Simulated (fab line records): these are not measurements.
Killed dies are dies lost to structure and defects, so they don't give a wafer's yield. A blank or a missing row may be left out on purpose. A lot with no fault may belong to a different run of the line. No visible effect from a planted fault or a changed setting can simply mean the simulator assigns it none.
Lot-split experiment / flow n5_finfet / route with 1938 steps; 7 lots, 39 wafers read

== THE SPLIT ITSELF ==
At N5_MOL_CONTACT_COAG_VIA_ETCH_117 (etches SiO2 in C4F6/O2, target depth 40 nm, overetch 8 nm, time 26 s), the setting bias_w was moved away from the recipe's 455 W on 15 of the 39 wafers read, by -16.3% to +15.6%. All remaining wafers had this setting at the recipe value.

The split's own step is where the reading is taken.

== THE READING ==
rf_vpp_V, in V, at N5_MOL_CONTACT_COAG_VIA_ETCH_117 (etches SiO2 in C4F6/O2, target depth 40 nm, overetch 8 nm, time 26 s). On this fab line, fault-free wafers typically give 1588 V with a standard deviation of 30 V.

wafer=L074.1; tool, chamber at the split=rie_diel-03, 2; bias_w as run, W=455; against the recipe=recipe; rf_vpp_V, V=1574; against lot-mates on the recipe=-
wafer=L074.3; tool, chamber at the split=rie_diel-03, 1; bias_w as run, W=455; against the recipe=recipe; rf_vpp_V, V=1639; against lot-mates on the recipe=-
wafer=L074.5; tool, chamber at the split=rie_diel-03, 0; bias_w as run, W=455; against the recipe=recipe; rf_vpp_V, V=1615; against lot-mates on the recipe=-
wafer=L075.1; tool, chamber at the split=rie_diel-02, 2; bias_w as run, W=525.9; against the recipe=+15.6%; rf_vpp_V, V=1701; against lot-mates on the recipe=+119
wafer=L075.2; tool, chamber at the split=rie_diel-02, 1; bias_w as run, W=455; against the recipe=recipe; rf_vpp_V, V=1584; against lot-mates on the recipe=-
wafer=L075.3; tool, chamber at the split=rie_diel-02, 0; bias_w as run, W=525.9; against the recipe=+15.6%; rf_vpp_V, V=1756; against lot-mates on the recipe=+174
wafer=L075.4; tool, chamber at the split=rie_diel-02, 3; bias_w as run, W=525.9; against the recipe=+15.6%; rf_vpp_V, V=1754; against lot-mates on the recipe=+172
wafer=L075.5; tool, chamber at the split=rie_diel-02, 1; bias_w as run, W=455; against the recipe=recipe; rf_vpp_V, V=1584; against lot-mates on the recipe=-
wafer=L075.6; tool, chamber at the split=rie_diel-02, 0; bias_w as run, W=455; against the recipe=recipe; rf_vpp_V, V=1577; against lot-mates on the recipe=-
wafer=L077.1; tool, chamber at the split=rie_diel-02, 0; bias_w as run, W=421.4; against the recipe=-7.4%; rf_vpp_V, V=1488; against lot-mates on the recipe=-77
wafer=L077.2; tool, chamber at the split=rie_diel-02, 2; bias_w as run, W=421.4; against the recipe=-7.4%; rf_vpp_V, V=1443; against lot-mates on the recipe=-122
wafer=L077.3; tool, chamber at the split=rie_diel-02, 3; bias_w as run, W=421.4; against the recipe=-7.4%; rf_vpp_V, V=1487; against lot-mates on the recipe=-78
wafer=L077.4; tool, chamber at the split=rie_diel-02, 1; bias_w as run, W=455; against the recipe=recipe; rf_vpp_V, V=1584; against lot-mates on the recipe=-
wafer=L077.5; tool, chamber at the split=rie_diel-02, 1; bias_w as run, W=455; against the recipe=recipe; rf_vpp_V, V=1585; against lot-mates on the recipe=-
wafer=L077.6; tool, chamber at the split=rie_diel-02, 2; bias_w as run, W=455; against the recipe=recipe; rf_vpp_V, V=1527; against lot-mates on the recipe=-
wafer=L078.1; tool, chamber at the split=rie_diel-06, 1; bias_w as run, W=381; against the recipe=-16.3%; rf_vpp_V, V=1432; against lot-mates on the recipe=-149
wafer=L078.2; tool, chamber at the split=rie_diel-06, 3; bias_w as run, W=455; against the recipe=recipe; rf_vpp_V, V=1591; against lot-mates on the recipe=-
wafer=L078.3; tool, chamber at the split=rie_diel-06, 0; bias_w as run, W=381; against the recipe=-16.3%; rf_vpp_V, V=1367; against lot-mates on the recipe=-214
wafer=L078.4; tool, chamber at the split=rie_diel-06, 2; bias_w as run, W=455; against the recipe=recipe; rf_vpp_V, V=1587; against lot-mates on the recipe=-
wafer=L078.5; tool, chamber at the split=rie_diel-06, 0; bias_w as run, W=455; against the recipe=recipe; rf_vpp_V, V=1564; against lot-mates on the recipe=-
wafer=L078.6; tool, chamber at the split=rie_diel-06, 1; bias_w as run, W=381; against the recipe=-16.3%; rf_vpp_V, V=1431; against lot-mates on the recipe=-150
wafer=L083.1; tool, chamber at the split=rie_diel-02, 3; bias_w as run, W=494.8; against the recipe=+8.7%; rf_vpp_V, V=1677; against lot-mates on the recipe=+95
wafer=L083.2; tool, chamber at the split=rie_diel-02, 1; bias_w as run, W=455; against the recipe=recipe; rf_vpp_V, V=1585; against lot-mates on the recipe=-
wafer=L083.3; tool, chamber at the split=rie_diel-02, 2; bias_w as run, W=494.8; against the recipe=+8.7%; rf_vpp_V, V=1624; against lot-mates on the recipe=+42
wafer=L083.4; tool, chamber at the split=rie_diel-02, 0; bias_w as run, W=455; against the recipe=recipe; rf_vpp_V, V=1576; against lot-mates on the recipe=-
wafer=L083.5; tool, chamber at the split=rie_diel-02, 2; bias_w as run, W=494.8; against the recipe=+8.7%; rf_vpp_V, V=1624; against lot-mates on the recipe=+42
wafer=L083.6; tool, chamber at the split=rie_diel-02, 1; bias_w as run, W=455; against the recipe=recipe; rf_vpp_V, V=1584; against lot-mates on the recipe=-
wafer=L090.1; tool, chamber at the split=rie_diel-06, 2; bias_w as run, W=455; against the recipe=recipe; rf_vpp_V, V=1586; against lot-mates on the recipe=-
wafer=L090.2; tool, chamber at the split=rie_diel-06, 1; bias_w as run, W=486.9; against the recipe=+7.0%; rf_vpp_V, V=1719; against lot-mates on the recipe=+140
wafer=L090.3; tool, chamber at the split=rie_diel-06, 0; bias_w as run, W=486.9; against the recipe=+7.0%; rf_vpp_V, V=1645; against lot-mates on the recipe=+66
wafer=L090.4; tool, chamber at the split=rie_diel-06, 3; bias_w as run, W=455; against the recipe=recipe; rf_vpp_V, V=1591; against lot-mates on the recipe=-
wafer=L090.5; tool, chamber at the split=rie_diel-06, 1; bias_w as run, W=486.9; against the recipe=+7.0%; rf_vpp_V, V=1718; against lot-mates on the recipe=+139
wafer=L090.6; tool, chamber at the split=rie_diel-06, 0; bias_w as run, W=455; against the recipe=recipe; rf_vpp_V, V=1561; against lot-mates on the recipe=-
wafer=L093.1; tool, chamber at the split=rie_diel-03, 3; bias_w as run, W=455; against the recipe=recipe; rf_vpp_V, V=1568; against lot-mates on the recipe=-
wafer=L093.2; tool, chamber at the split=rie_diel-03, 2; bias_w as run, W=455; against the recipe=recipe; rf_vpp_V, V=1572; against lot-mates on the recipe=-
wafer=L093.3; tool, chamber at the split=rie_diel-03, 0; bias_w as run, W=455; against the recipe=recipe; rf_vpp_V, V=1613; against lot-mates on the recipe=-
wafer=L093.4; tool, chamber at the split=rie_diel-03, 1; bias_w as run, W=455; against the recipe=recipe; rf_vpp_V, V=1640; against lot-mates on the recipe=-
wafer=L093.5; tool, chamber at the split=rie_diel-03, 3; bias_w as run, W=455; against the recipe=recipe; rf_vpp_V, V=1570; against lot-mates on the recipe=-
wafer=L093.6; tool, chamber at the split=rie_diel-03, 0; bias_w as run, W=455; against the recipe=recipe; rf_vpp_V, V=1613; against lot-mates on the recipe=-

FIT RESULTS
A straight line over all 39 wafers: rf_vpp_V changes by +10.7 V for each +1% of bias_w; r = +0.93; the points scatter about the line by 31 V.
The same after taking each lot's own level away (the mean of its wafers on the recipe; 39 wafers): +10.5 V for each +1%; r = +0.94; scatter 29 V.
On that fit, the largest move of bias_w shifts the reading by 1.7e+02 V.
Across the lots, their own levels run from 1565.3 to 1609.3 V, a range of 1.5 times the standard deviation given above.
The two slopes are in agreement: the lot-to-lot level therefore moves the slope only a little.
Check: -176 V against its lot-mates is what the line predicts for one of the wafers moved furthest among these (-16.3%) when that wafer is left out of the fit. Against them it came out at -149 V.
Tool readings at the split's step, against how far the setting was moved: rf_vpp_V r = +0.93.

== THESE WAFERS: OTHER SPLITS ==
Note: prior to the reading, these wafers also went through further splits. Each is held against what the fit with the lots' levels taken away leaves over:
other split on the same wafers=N5_DUMMY_GATE_EXPOSE_12 dose_mj; wafers away from the commonest value=15; r with rf_vpp_V (lot level and that fit taken away)=+0.19
other split on the same wafers=N5_SD_EPI_P_EPI_21 dopant_conc_cm3; wafers away from the commonest value=18; r with rf_vpp_V (lot level and that fit taken away)=+0.10
other split on the same wafers=N5_SD_ACTIVATION_LSA_01 temp_c; wafers away from the commonest value=12; r with rf_vpp_V (lot level and that fit taken away)=-0.06
other split on the same wafers=N5_MOL_CONTACT_COAG_ETCH_91 time_s; wafers away from the commonest value=6; r with rf_vpp_V (lot level and that fit taken away)=-0.03
other split on the same wafers=N5_MOL_CONTACT_COAG_ALD_133 ald_cycles; wafers away from the commonest value=12; r with rf_vpp_V (lot level and that fit taken away)=+0.12

== THE FILE'S OWN FIT ==
rf_vpp_V changes by +10.5 V for each +1% of bias_w, r = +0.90.
